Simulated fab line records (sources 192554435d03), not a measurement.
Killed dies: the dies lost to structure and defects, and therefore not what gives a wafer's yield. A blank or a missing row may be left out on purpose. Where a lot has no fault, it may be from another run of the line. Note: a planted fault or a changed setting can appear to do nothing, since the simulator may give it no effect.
Split-lot trial / flow n5Finfet / on a route of 1938 steps: 7 lots, 39 wafers read

== ABOUT THE SPLIT ==
At N5_FIN_SAQP_SPACER1_ALD_24 (deposits SiO2, target thk 20.3 nm, pulse time 1 s, purge time 2 s), the setting aldCycles was moved away from the recipe's 218 on 12 of the 39 wafers read, by -13.3% to -4.6%. This setting was run at the recipe's value on the other wafers.

== FROM THE SPLIT TO THE READING: what the file shows between them, 2 steps ==
- N5_FIN_SAQP_SPACER1_ETCHBACK_25: etches SiO2 in CHF3/O2, target depth 24.4 nm, time 12.2 s
- N5_FIN_SAQP_MANDREL1_REMOVE_56: chemistry HBr/Cl2/O2, target a-Si, stops on SiNx, bt time 10 s

== THE READING ==
cdNm, in nm, at N5_FIN_SAQP_CD_MEAS_27 (target cd 20 nm). Typical for fault-free wafers on this fab line: 20.33 nm, with standard deviation 0.24 nm.

wafer=L074.1; tool, chamber at the split=aldSin-03, 3,0,2,2; aldCycles as run=218; against the recipe=recipe; cdNm, nm=20.23; against lot-mates on the recipe=-
wafer=L074.2; tool, chamber at the split=aldSin-03, 1,3; aldCycles as run=218; against the recipe=recipe; cdNm, nm=20.47; against lot-mates on the recipe=-
wafer=L074.3; tool, chamber at the split=aldSin-03, 3,0,2,2; aldCycles as run=218; against the recipe=recipe; cdNm, nm=20.68; against lot-mates on the recipe=-
wafer=L074.4; tool, chamber at the split=aldSin-03, 3,0,2,2; aldCycles as run=218; against the recipe=recipe; cdNm, nm=20.51; against lot-mates on the recipe=-
wafer=L074.5; tool, chamber at the split=aldSin-03, 1,3; aldCycles as run=218; against the recipe=recipe; cdNm, nm=20.39; against lot-mates on the recipe=-
wafer=L074.6; tool, chamber at the split=aldSin-03, 3,0,2,2; aldCycles as run=218; against the recipe=recipe; cdNm, nm=20.11; against lot-mates on the recipe=-
wafer=L077.1; tool, chamber at the split=aldSin-03, 1,3,2; aldCycles as run=218; against the recipe=recipe; cdNm, nm=19.60; against lot-mates on the recipe=-
wafer=L077.2; tool, chamber at the split=aldSin-03, 0; aldCycles as run=193; against the recipe=-11.5%; cdNm, nm=18.18; against lot-mates on the recipe=-1.83
wafer=L077.3; tool, chamber at the split=aldSin-03, 1,3,2; aldCycles as run=218; against the recipe=recipe; cdNm, nm=20.00; against lot-mates on the recipe=-
wafer=L077.4; tool, chamber at the split=aldSin-03, 2,3; aldCycles as run=193; against the recipe=-11.5%; cdNm, nm=18.25; against lot-mates on the recipe=-1.76
wafer=L077.5; tool, chamber at the split=aldSin-03, 2,3; aldCycles as run=193; against the recipe=-11.5%; cdNm, nm=17.74; against lot-mates on the recipe=-2.27
wafer=L077.6; tool, chamber at the split=aldSin-03, 1,3,2; aldCycles as run=218; against the recipe=recipe; cdNm, nm=20.42; against lot-mates on the recipe=-
wafer=L079.1; tool, chamber at the split=aldSin-01, 2,3; aldCycles as run=218; against the recipe=recipe; cdNm, nm=20.43; against lot-mates on the recipe=-
wafer=L079.2; tool, chamber at the split=aldSin-01, 2,3; aldCycles as run=218; against the recipe=recipe; cdNm, nm=20.36; against lot-mates on the recipe=-
wafer=L079.3; tool, chamber at the split=aldSin-01, 0,0,3; aldCycles as run=189; against the recipe=-13.3%; cdNm, nm=17.61; against lot-mates on the recipe=-2.71
wafer=L079.4; tool, chamber at the split=aldSin-01, 1; aldCycles as run=218; against the recipe=recipe; cdNm, nm=20.18; against lot-mates on the recipe=-
wafer=L079.5; tool, chamber at the split=aldSin-01, 0,0,3; aldCycles as run=189; against the recipe=-13.3%; cdNm, nm=18.14; against lot-mates on the recipe=-2.18
wafer=L079.6; tool, chamber at the split=aldSin-01, 0,0,3; aldCycles as run=189; against the recipe=-13.3%; cdNm, nm=17.59; against lot-mates on the recipe=-2.73
wafer=L081.1; tool, chamber at the split=aldSin-04, 0,3; aldCycles as run=218; against the recipe=recipe; cdNm, nm=20.42; against lot-mates on the recipe=-
wafer=L081.2; tool, chamber at the split=aldSin-04, 1; aldCycles as run=218; against the recipe=recipe; cdNm, nm=20.40; against lot-mates on the recipe=-
wafer=L081.3; tool, chamber at the split=aldSin-04, 0,3; aldCycles as run=218; against the recipe=recipe; cdNm, nm=19.79; against lot-mates on the recipe=-
wafer=L081.4; tool, chamber at the split=aldSin-04, 2,0; aldCycles as run=208; against the recipe=-4.6%; cdNm, nm=19.52; against lot-mates on the recipe=-0.68
wafer=L081.5; tool, chamber at the split=aldSin-04, 3; aldCycles as run=208; against the recipe=-4.6%; cdNm, nm=19.69; against lot-mates on the recipe=-0.51
wafer=L081.6; tool, chamber at the split=aldSin-04, 2,0; aldCycles as run=208; against the recipe=-4.6%; cdNm, nm=19.55; against lot-mates on the recipe=-0.65
wafer=L084.1; tool, chamber at the split=aldSin-03, 0,2,3,0; aldCycles as run=218; against the recipe=recipe; cdNm, nm=20.15; against lot-mates on the recipe=-
wafer=L084.2; tool, chamber at the split=aldSin-03, 1; aldCycles as run=218; against the recipe=recipe; cdNm, nm=19.86; against lot-mates on the recipe=-
wafer=L084.3; tool, chamber at the split=aldSin-03, 0,2,3,0; aldCycles as run=218; against the recipe=recipe; cdNm, nm=20.93; against lot-mates on the recipe=-
wafer=L084.4; tool, chamber at the split=aldSin-03, 0,2,3,0; aldCycles as run=218; against the recipe=recipe; cdNm, nm=20.60; against lot-mates on the recipe=-
wafer=L084.5; tool, chamber at the split=aldSin-03, 0,2,3,0; aldCycles as run=218; against the recipe=recipe; cdNm, nm=20.67; against lot-mates on the recipe=-
wafer=L084.6; tool, chamber at the split=aldSin-03, 1; aldCycles as run=218; against the recipe=recipe; cdNm, nm=20.32; against lot-mates on the recipe=-
wafer=L087.2; tool, chamber at the split=aldSin-03, 3,2; aldCycles as run=218; against the recipe=recipe; cdNm, nm=20.35; against lot-mates on the recipe=-
wafer=L087.4; tool, chamber at the split=aldSin-03, 1; aldCycles as run=218; against the recipe=recipe; cdNm, nm=20.12; against lot-mates on the recipe=-
wafer=L087.6; tool, chamber at the split=aldSin-03, 3,2; aldCycles as run=218; against the recipe=recipe; cdNm, nm=20.32; against lot-mates on the recipe=-
wafer=L094.1; tool, chamber at the split=aldSin-04, 1; aldCycles as run=199; against the recipe=-8.7%; cdNm, nm=18.44; against lot-mates on the recipe=-1.80
wafer=L094.2; tool, chamber at the split=aldSin-04, 3,0,0; aldCycles as run=218; against the recipe=recipe; cdNm, nm=20.20; against lot-mates on the recipe=-
wafer=L094.3; tool, chamber at the split=aldSin-04, 3,0,0; aldCycles as run=218; against the recipe=recipe; cdNm, nm=20.40; against lot-mates on the recipe=-
wafer=L094.4; tool, chamber at the split=aldSin-04, 3,0,0; aldCycles as run=218; against the recipe=recipe; cdNm, nm=20.13; against lot-mates on the recipe=-
wafer=L094.5; tool, chamber at the split=aldSin-04, 1; aldCycles as run=199; against the recipe=-8.7%; cdNm, nm=18.22; against lot-mates on the recipe=-2.02
wafer=L094.6; tool, chamber at the split=aldSin-04, 3; aldCycles as run=199; against the recipe=-8.7%; cdNm, nm=18.61; against lot-mates on the recipe=-1.63
If several chambers appear in one row, that row covers several wafers at once and the file leaves open which wafer was in which chamber.

THE FIT
A straight line over all 39 wafers: cdNm changes by +0.195 nm for each +1% of aldCycles; r = +0.96; the points scatter about the line by 0.27 nm.
The same after taking each lot's own level away (the mean of its wafers on the recipe; 39 wafers): +0.186 nm for each +1%; r = +0.96; scatter 0.26 nm.
On that fit, the largest move of aldCycles shifts the reading by 2.5 nm.
Across the lots, their own levels run from 20.007 to 20.422 nm, a range of 1.7 times the standard deviation given above.
The two slopes agree, so the slope changes little with the lot-to-lot level.
Check: with one of the wafers moved furthest among these (-13.3%) left out of the fit, the line predicts -2.42 nm for it against its lot-mates. Against them it came out at -2.71 nm.

== OTHER SPLITS APPLIED TO THESE WAFERS ==
Note: prior to the reading, these wafers also went through further splits. Each is held against what the fit with the lots' levels taken away leaves over:
other split on the same wafers=N5_WELL_APT_IMPLANT_32 energyKev; wafers away from the commonest value=15; r with cdNm (lot level and that fit taken away)=-0.05

== THE WHOLE CHAIN: every reading that the file lists as answering this split, in the file's order ==
step=N5_FIN_SAQP_SPACER1_ALD_24; what it does=deposits SiO2, target thk 20.3 nm, pulse time 1 s, purge time 2 s; reading=SiO2_of_FIN_SAQP_SPACER1_ALD_24.thkNm (the simulator's own value, which no gauge read); change (the file's fit)=+0.201 nm for each +1% of the setting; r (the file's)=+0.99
step=N5_FIN_SAQP_MANDREL1_REMOVE_56; what it does=chemistry HBr/Cl2/O2, target a-Si, stops on SiNx, bt time 10 s; reading=FIN_SAQP.cdNm (the simulator's own value, which no gauge read); change (the file's fit)=+0.2 nm for each +1% of the setting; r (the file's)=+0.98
step=N5_FIN_SAQP_CD_MEAS_27; what it does=target cd 20 nm; reading=cdNm; change (the file's fit)=+0.185 nm for each +1% of the setting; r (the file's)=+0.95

== THE FILE'S OWN FIT ==
cdNm changes by +0.185 nm for each +1% of aldCycles, r = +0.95.
